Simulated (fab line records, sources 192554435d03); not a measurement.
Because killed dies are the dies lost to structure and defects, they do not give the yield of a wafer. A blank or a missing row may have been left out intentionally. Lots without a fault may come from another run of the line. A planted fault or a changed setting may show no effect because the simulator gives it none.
The same fault as seen by 2 desks -- flow n5-finfet -- only its own numbers are on each desk; what lay behind them is given at the end

== THE TOOL OWNER'S DESK: ald-sin-01 ==
The tool's own readings at N5_SPACER0_ALD_07 (deposits SiNx, target thk 2 nm): means of the sampled wafers that have a number, for each lot that ran on this tool. A lot is out of limits, marked OUT, if its mean lies more than 4 standard deviations from the usual mean; the brackets give that distance.
Columns: A = heater-power-w at N5_SPACER0_ALD_07, usual 854 W
lot,first seen here,A
L832,day 3 06:17,841
L834,day 3 17:11,835
L836,day 4 05:41,908
L843,day 6 01:25,847
L844,day 6 06:46,907
Finding of this desk: none of the 5 lots has anything out of limits.

== THE METROLOGY DESK ==
Means of the sampled wafers that have a number, per lot and without regard to the tool the lot ran on: this is what the gauges read. A lot is out of limits, marked OUT, if its mean lies more than 4 standard deviations from the usual mean; the brackets give that distance. Readings shown: 7 of its 11, picked as those furthest out on some lot.
Columns: A = DIBL_N at N5_BEOL_M4_RC_MEAS_101, usual 36.7 mV/V; B = DIBL_P at N5_BEOL_M4_RC_MEAS_101, usual 37.0 mV/V; C = ION_P at N5_BEOL_M4_RC_MEAS_101, usual 462 uA/um; D = SS_N at N5_BEOL_M4_RC_MEAS_101, usual 71.7 mV/dec; E = SS_P at N5_BEOL_M4_RC_MEAS_101, usual 73.4 mV/dec; F = VT_P at N5_BEOL_M4_RC_MEAS_101, usual -250 mV; G = cd-nm at N5_PASSIVATION_CD_MEAS_30, usual 3999.1 nm
lot,first seen here,A,B,C,D,E,F,G
L832,day 8 20:34,38.2,38.5,459,71.8,73.8,-250,3997.9
L831,day 8 22:50,37.3,38.8,460,71.6,73.7,-251,3998.9
L836,day 9 12:34,36.1,36.1,453,71.5,73.0,-254,3999.5
L834,day 9 19:53,36.6,36.1,465,71.5,73.1,-248,3997.3
L843,day 11 22:43,35.4,36.7,463,71.2,73.6,-248,3999.0
L844,day 12 07:16,34.8,36.5,463,71.1,73.8,-252,3999.2
L847,day 12 08:33,35.1,36.0,464,70.7,72.9,-250,3999.2
L845,day 12 16:13,36.3,37.7,459,71.7,74.3,-254,3999.6
L851,day 13 12:33,34.8,33.7,460,71.0,73.1,-251,3999.5
Finding of this desk: none of the 9 lots has anything out of limits.

== PUT TOGETHER ==
Nothing out of limits was seen by the tool owner's desk.
Metrology desk: nothing out of limits seen.

== WHAT WAS PUT IN BY THE SIMULATOR ==
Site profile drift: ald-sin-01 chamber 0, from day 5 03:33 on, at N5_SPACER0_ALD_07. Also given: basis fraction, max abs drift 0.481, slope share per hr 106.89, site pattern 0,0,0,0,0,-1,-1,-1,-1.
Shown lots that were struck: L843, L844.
